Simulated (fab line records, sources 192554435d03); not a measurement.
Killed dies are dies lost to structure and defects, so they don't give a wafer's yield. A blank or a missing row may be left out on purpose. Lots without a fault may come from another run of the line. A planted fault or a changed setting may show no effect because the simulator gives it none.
fab line records | flow n5_finfet
record lots=4 wafers=12 last_day=16
route steps=1938 shown BEOL_M13@1692 BEOL_M14@1716 PASSIVATION@1936
lots that met no fault: from a run of the same line without faults
start_h: hours from the record's first day to the start of the lot's first wafer shown | wait_h: hours since the lot's step before | " the same as in the row above | L1.1+2: a row that stands for several wafers | - no value, or no start given | * or withheld: withheld | < > ~ a bound
route shown NAME@n: a module of which the file shows steps, and the number in the route of the first | usual: mean/standard deviation of fault-free wafers | same: alike in all rows | chamber/n: place in a boat | sites: the reading at each site | _std_site: their standard deviation | _edge_site: outer sites' mean less inner sites' | radius_mm: how far each site lies from the wafer's centre | mask NAME#n: copy n | behind: the tool/chamber that last shaped the wafer | hold: why the lot was held/for how many hours/how that ended | device: the transistor (n, p or np) that didn't switch | end of line: the same wafers' tests at the end of the route | a step without rows: its recipe alone | killed: dies lost to structure and defects at the first sort, not the wafer's yield | map: a wafer's dies, x killed, . not, _ none there
set.NAME: the setting as run; set.NAME@STEP: as run at that earlier step | model.NAME: the simulator's own value behind a step, which no gauge read
lots at some steps of the route; a table a step, a row a wafer
## steps
# step N5_BEOL_M13_DESCUM_33
# recipe chemistry=O2 time_s=7.9 source_power_w=50 bias_power_w=20 pressure_mtorr=20 rf_frequency_hz=2.712e+07 temp_c=40 o2_flow_sccm=225
# step N5_BEOL_M13_ETCH_67
# recipe chemistry=CF4 target=SiARC target_depth_a=1430 time_s=238.3 ion_energy_ev=80 pressure_mtorr=40 source_w=545 bias_w=36 Ar_flow_sccm=100 cf4_flow_sccm=100 ends=cleared
# step N5_BEOL_M13_ETCH_68
# recipe chemistry=N2/H2 target=SOC mask_material=SiARC source_w=3000 bias_w=350 temp_c=40 time_s=355 ion_energy_ev=200 pressure_mtorr=30 n2_flow_sccm=200 h2_flow_sccm=200
# step N5_BEOL_M13_STRIP_69
# recipe chemistry=N2/H2 temp_c=40 n2_flow_sccm=200 h2_flow_sccm=200 rf_frequency_hz=6e+07
# step N5_BEOL_M13_TRENCH_ETCH_34
# recipe chemistry=C4F8/O2/Ar target=SiOC target_depth_a=4134.7 mask_material=SOC pressure_mtorr=30 source_w=3000 bias_w=700 Ar_flow_sccm=400 C4F8_flow_sccm=15 O2_flow_sccm=8 he_inner_torr=15 he_outer_torr=30 time_s=162.6 ion_energy_ev=250
# step N5_BEOL_M13_STRIP_70
# recipe chemistry=C4F8/O2/Ar resist=SiARC rf_frequency_hz=6e+07
# step N5_BEOL_M13_STRIP_37
# recipe chemistry=N2/H2 power_w=1000 temp_c=250 h2_frac=0.65 overash_fraction=0.3 pressure_mtorr=withheld n2_flow_sccm=1750 h2_flow_sccm=3250
# step N5_BEOL_M13_ETCH_38
# recipe chemistry=CF4/N2 target=SiCN target_depth_a=675 taper_deg=2 time_s=71.9 ion_energy_ev=150 mask_material=SiO2 pressure_mtorr=40 source_w=430 bias_w=70 Ar_flow_sccm=100 cf4_flow_sccm=60 n2_flow_sccm=60
# step N5_BEOL_M13_PRECLEAN_39
# recipe chemistry=residue_remover time_s=60 temp_c=40
# usual bath_heat_duty_pct=4.6/0.58
# columns lot.wafer tool chamber start_h wait_h bath_heat_duty_pct
L450.1 wet_bench-06 4 295.69 0.1 4.4
L450.3 " 5 " " 4.6
L450.4 " 7 " " 5.3
L453.3 wet_bench-06 2 315.36 0.1 5.2
L453.4 " 3 " " 3.9
L453.5 " 1 " " 5.1
L454.1 wet_bench-06 4 333.15 0.1 4.1
L454.2 " 1 " " 4.9
L454.3 " 7 " " 5.6
L458.2 wet_bench-02 0 354.69 0.1 4.6
L458.3 " 6 " " 3.7
L458.5 " 1 " " 4.2
# step N5_BEOL_M13_SRD_40
# recipe time_s=30 temp_c=23 rinse_liquid=diw dry=n2_spin spin_rpm=1500 dry_time_s=30
# step N5_BEOL_M13_DEGAS_41
# recipe ambient=vacuum temp_c=250 time_s=60
# step N5_BEOL_M13_PRE_CLEAN_42
# recipe gas=H2/He time_s=30 temp_c=250
# step N5_BEOL_M13_SPUTTER_43
# recipe material=TaN target_thk_a=150 temp_c=50 bias_v=168.6 power_w=15000 chamber_pressure_pa=0.12 time_s=24.19
# step N5_BEOL_M13_SPUTTER_44
# recipe material=Ta target_thk_a=100 temp_c=50 bias_v=80 power_w=15000 chamber_pressure_pa=0.07 time_s=16.13
# step N5_BEOL_M13_SPUTTER_45
# recipe material=Cu target_thk_a=800 temp_c=-20 bias_v=60 power_w=26000 chamber_pressure_pa=0.13 time_s=13.33
# step N5_BEOL_M13_ECD_47
# recipe material=Cu target_thk_a=9360
# step N5_BEOL_M13_ANNEAL_48
# recipe temp_c=225 time_s=90 ambient=N2
# step N5_BEOL_M13_CMP_49
# recipe stop_on=SiOC t_overpolish_s=17.1 down_force_psi=1 platen_rpm=50 clearing_platen_down_force_psi=1.5 clearing_platen_rpm=50 post_cmp_clean=cu_alkaline target_thk_nm=420 clearing_platen_pad_velocity_m_s=0.99484 pad_velocity_m_s=0.99484
# step N5_BEOL_M13_PRE_CLEAN_52
# recipe gas=NH3 time_s=15 temp_c=withheld rf_power_w=300
# step N5_BEOL_M13_DEP_53
# recipe material=SiCN target_thk_a=500 temp_c=withheld precursor=3MS/NH3 pressure_torr=3 rf_w=675 time_s=17.8
# step N5_BEOL_M14_ILD_DEP_00
# recipe material=SiO2 target_thk_a=11193 temp_c=400 precursor=TEOS/O2 pressure_torr=6.5 rf_w=900 teos_flow_sccm=161.4 gas=O2 flow_sccm=2650 time_s=237.4
# step N5_BEOL_M14_COAT_58
# recipe resist=BARC temp_c=205 time_s=60 spin_rpm=1500 resist_thk_nm=89
# step N5_BEOL_M14_COAT_04
# recipe spin_rpm=1704 resist_thk_nm=800
# step N5_BEOL_M14_EBR_06
# recipe solvent=PGMEA ebr_width_mm=1.5
# step N5_BEOL_M14_SOFTBAKE_05
# recipe temp_c=130 time_s=60
# step N5_BEOL_M14_EXPOSE_07
# recipe mask_id=V13 na=0.8 source_shape=annular sigma_inner=0.5 sigma_outer=0.8 polarization=unpolarized attpsm_phase_deg=180 dose_mj=57
# step N5_BEOL_M14_PEB_08
# recipe peb_temp_c=130 peb_time_s=90
# step N5_BEOL_M14_DEVELOP_09
# recipe develop_time_s=45 rinse_liquid=diw dry=air_spin dev_temp_c=21
# step N5_BEOL_M14_HARDBAKE_14
# recipe temp_c=130 time_s=120
# step N5_BEOL_M14_DESCUM_15
# recipe chemistry=O2 time_s=7.9 source_power_w=50 bias_power_w=20 pressure_mtorr=20 rf_frequency_hz=2.712e+07 temp_c=40 o2_flow_sccm=225
# step N5_BEOL_M14_ETCH_59
# recipe chemistry=N2/H2 target=BARC target_depth_a=890 overetch_a=267 time_s=67.9 ion_energy_ev=200 pressure_mtorr=30 source_w=840 bias_w=150 n2_flow_sccm=200 h2_flow_sccm=200
# step N5_PASSIVATION_PROBE_49
# usual killed_at_M0_to_M3=33/11 killed_at_M4_up=13/5.2 killed_at_contacts=11/5.7 killed_at_front_end=39/11 killed_at_other=4/3 killed_dies=101/20 killed_open=66/15 killed_short=33/8.4
# same gross_dies=1180 killed_at_back_side=0
# columns lot.wafer tool chamber start_h wait_h killed_at_M0_to_M3 killed_at_M4_up killed_at_contacts killed_at_front_end killed_at_other killed_dies killed_open killed_short
L450.1 prober-02 - 331.72 0.0 27 8 11 28 3 77 52 24
L450.3 prober-02 - 331.82 0.1 30 7 15 32 0 84 56 22
L450.4 prober-02 - 331.87 0.2 19 12 8 25 4 68 47 20
L453.3 prober-01 - 342.53 0.1 34 143 15 57 4 253 88 36
L453.4 prober-01 - 342.58 0.2 26 144 7 48 0 225 71 26
L453.5 prober-01 - 342.63 0.2 40 140 11 67 3 261 95 52
L454.1 prober-01 - 364.11 0.0 46 113 16 44 1 220 87 29
L454.2 prober-01 - 364.16 0.1 47 134 10 39 5 235 79 37
L454.3 prober-01 - 364.21 0.1 43 134 10 36 5 228 76 27
L458.2 prober-02 - 385.98 0.1 13 16 14 41 6 90 53 37
L458.3 prober-02 - 386.03 0.1 26 15 8 39 7 95 55 39
L458.5 prober-02 - 386.13 0.2 27 12 16 39 8 102 77 25
# killed by level:class
L450.1 MOL_CONTACT_COAG:geometric_particle:open=10 BEOL_M3:geometric_particle:open=7 STARTING-WAFER:geometric_particle:open=7 BEOL_M3:geometric_particle:short=6 FIN_SAQP:geometric_particle:open=5 BEOL_M0_SAQP:geometric_particle:short=5 BEOL_M2:geometric_particle:open=5 STI_FIN_REVEAL:geometric_particle:open=3
L450.3 BEOL_M3:geometric_particle:open=16 MOL_CONTACT_COAG:geometric_particle:open=14 FIN_SAQP:geometric_particle:open=7 FIN_SAQP:geometric_particle:short=4 DUMMY_GATE:geometric_particle:open=4 BEOL_M0_SAQP:geometric_particle:short=3 BEOL_M2:geometric_particle:open=3 SD_EPI_P:coat_microbubble_printed=3
L450.4 MOL_CONTACT_COAG:geometric_particle:open=8 FIN_SAQP:geometric_particle:short=7 BEOL_M3:geometric_particle:open=6 BEOL_M1:geometric_particle:open=5 STI_FIN_REVEAL:geometric_particle:open=4 DUMMY_GATE:geometric_particle:open=3 BEOL_M3:geometric_particle:short=3 BEOL_M4:geometric_particle:short=3
L453.3 BEOL_M13:unspecified=129 STI_FIN_REVEAL:geometric_particle:open=31 BEOL_M3:geometric_particle:open=12 MOL_CONTACT_COAG:geometric_particle:open=11 STI_FIN_REVEAL:geometric_particle:short=7 FIN_SAQP:geometric_particle:short=6 BEOL_M2:geometric_particle:open=6 BEOL_M3:geometric_particle:short=6
L453.4 BEOL_M13:unspecified=127 STI_FIN_REVEAL:geometric_particle:open=17 FIN_SAQP:geometric_particle:open=9 BEOL_M3:geometric_particle:open=9 BEOL_M0_SAQP:geometric_particle:open=8 FIN_SAQP:geometric_particle:short=7 BEOL_M0_SAQP:geometric_particle:short=7 MOL_CONTACT_COAG:geometric_particle:open=5
L453.5 BEOL_M13:unspecified=114 STI_FIN_REVEAL:geometric_particle:open=26 BEOL_M4:geometric_particle:open=14 BEOL_M0_SAQP:geometric_particle:short=11 GATE_CUT:geometric_particle:short=10 BEOL_M1:geometric_particle:open=10 FIN_SAQP:geometric_particle:open=9 FIN_SAQP:geometric_particle:short=8
L454.1 BEOL_M13:unspecified=102 STI_FIN_REVEAL:geometric_particle:open=16 MOL_CONTACT_COAG:geometric_particle:open=13 BEOL_M3:geometric_particle:open=9 BEOL_M0_SAQP:geometric_particle:open=8 BEOL_M2:geometric_particle:open=8 FIN_SAQP:geometric_particle:open=7 BEOL_M0_SAQP:geometric_particle:short=6
L454.2 BEOL_M13:unspecified=119 STI_FIN_REVEAL:geometric_particle:open=12 MOL_CONTACT_COAG:geometric_particle:open=9 BEOL_M1:geometric_particle:open=9 BEOL_M2:geometric_particle:open=9 BEOL_M0_SAQP:geometric_particle:short=7 BEOL_M3:geometric_particle:open=7 BEOL_M4:geometric_particle:open=7
L454.3 BEOL_M13:unspecified=124 BEOL_M3:geometric_particle:open=12 STI_FIN_REVEAL:geometric_particle:open=11 MOL_CONTACT_COAG:geometric_particle:open=8 BEOL_M2:geometric_particle:open=8 BEOL_M1:geometric_particle:open=6 BEOL_M0_SAQP:geometric_particle:short=5 FIN_SAQP:geometric_particle:open=4
L458.2 FIN_SAQP:geometric_particle:short=12 STI_FIN_REVEAL:geometric_particle:open=12 MOL_CONTACT_COAG:geometric_particle:open=10 FIN_SAQP:geometric_particle:open=5 BEOL_M5:geometric_particle:open=5 BEOL_M4:geometric_particle:short=4 GATE_CUT:geometric_particle:short=4 MOL_CONTACT_COAG:geometric_particle:short=4
L458.3 FIN_SAQP:geometric_particle:short=15 FIN_SAQP:geometric_particle:open=9 BEOL_M0_SAQP:geometric_particle:short=9 BEOL_M0_SAQP:geometric_particle:open=6 MOL_CONTACT_COAG:geometric_particle:open=5 BEOL_M5:geometric_particle:open=5 BEOL_M3:geometric_particle:open=4 BEOL_M4:geometric_particle:open=4
L458.5 MOL_CONTACT_COAG:geometric_particle:open=16 FIN_SAQP:geometric_particle:open=9 STI_FIN_REVEAL:geometric_particle:open=7 BEOL_M3:geometric_particle:open=6 BEOL_M4:geometric_particle:open=6 FIN_SAQP:geometric_particle:short=5 BEOL_M0_SAQP:geometric_particle:open=5 BEOL_M0_SAQP:geometric_particle:short=5
# map L453.5 (x killed, . not)
_________________............________________
______________..xx......x...x..._____________
___________x..............x.....x..__________
__________.xxx..x........x..x......._________
________xxxxxxxx..x.....xx..x......x.._______
_______xxxxxx.xx......xx.......x....x..______
______xxxxxxxxxxxx..x.......x.x......x.._____
_____xxxxxxxxxxxx.x...x.....x.x..........____
____xxxxxxxxxxxxxx.....x............x..x..___
___.xxxxxxxxxxxxx.x..............x.x.......__
___.xxxxxxxxxxxx.x.....x......x.....x.....x__
__..x.xxxxxxxxxxx..x..x...x..x..xx...x...x.._
__...xxxxxxxxxxxxx...........x.............._
_.......x.xx..x..x........x..................
_....xxxxxxx.x...........xx..........x.......
_....xx.x.x.x......x.....x...........x.......
_..............x.........x.....x.....x.......
_......x........x.........xxx..x......x...x..
_...x..........x....x..x.....x.....x...x.....
_...........xx..x.........xx....x.....x......
_.......x.............x...x...............x..
__.....x....x......x..........x............._
__.x.....x................x...............x._
___...............x...x....x..x......x.....__
___........x..........................x....__
____...x...x.......x..x....x..............___
_____..x......x.x....x..................x____
______x..x.x............x....x.........._____
_______...........x.........x........xx______
________......x.............x.x......x_______
__________..xxx......x....x..x...x.._________
___________............x.......x.x.__________
______________.........xx....xx._____________
_________________............________________
# map L454.2 (x killed, . not)
_________________.........x..________________
______________.x........x......._____________
___________.xx..x..............x...__________
__________xxxx..x......x..x......xx._________
________xxxxxxxxx...x................._______
_______xxxxxxxxxxxx...............x...x______
______xxxxxxxxxx..x......x.............._____
_____xxxxxxxxxxxx.x......................____
____.xxxxxxxxxxxxxx...x...............x..x___
___xxxxxxxxxxxxxx..x.....x..x..............__
___.xxxxxxxxxxxxxxxx.........x..x..x.x.....__
__xxx.xxxxxxxxxx............................_
__.xx.xxx.xxxxx.x.......x........x.....x...._
_.......x.xxxxx....x.......x.................
_........xxx..x...x.............x...x.....x..
_........x.....x.x...........................
_.......x.................x.x.......x........
_x...xx.x.......x.......x.....x.....x........
_................x..................x.x......
_.........x..x.....x.x......x................
_........x...x...........xx....x.............
__x..xx.x....x....xx.......x................_
__.................x....................x..._
___.......x.............x.x..............x.__
___..............x.......................x.__
____...x....x......x....x.x.x....x........___
_____...............x..............x.....____
______...x.x.........x.x.x..xx.........x_____
_______.......x..............x...x.....______
________....................x........x_______
__________..............x......x...._________
___________.x......x..........x....__________
______________...x.............._____________
_________________.x..........________________
## key
first_sign step=N5_PASSIVATION_PROBE_49 reading=killed_at_M4_up direction=up sigmas=23 usual=13 struck=135
effect step=N5_PASSIVATION_PROBE_49 reading=killed_dies direction=up sigmas=7 usual=101 struck=237
more_kills_born_at N5_BEOL_M13_PRECLEAN_39@wet_bench-06=715
met_at N5_BEOL_M13_PRECLEAN_39
struck_wafers L453.3,L453.4,L453.5,L454.1,L454.2,L454.3
tester_left_out L454
onset_between 295.69 315.36
earlier_fault kind=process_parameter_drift tool=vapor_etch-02 chamber=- onset_h=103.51 steps=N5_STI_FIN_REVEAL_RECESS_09 channel=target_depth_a offset=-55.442 shape=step acts_in=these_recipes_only stated=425
fault kind=chamber_particle_source tool=wet_bench-06 chamber=- onset_h=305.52 steps=N5_BEOL_M13_PRECLEAN_39 rate_per_visit_cm2=0.94079
# tester_left_out: of these lots the tester's yield and bins aren't shown, on N5 and GAA mostly nor the transistor test; their killed dies are dies lost to structure and defects alone, not to doping, threshold or leakage, so they don't give the yield
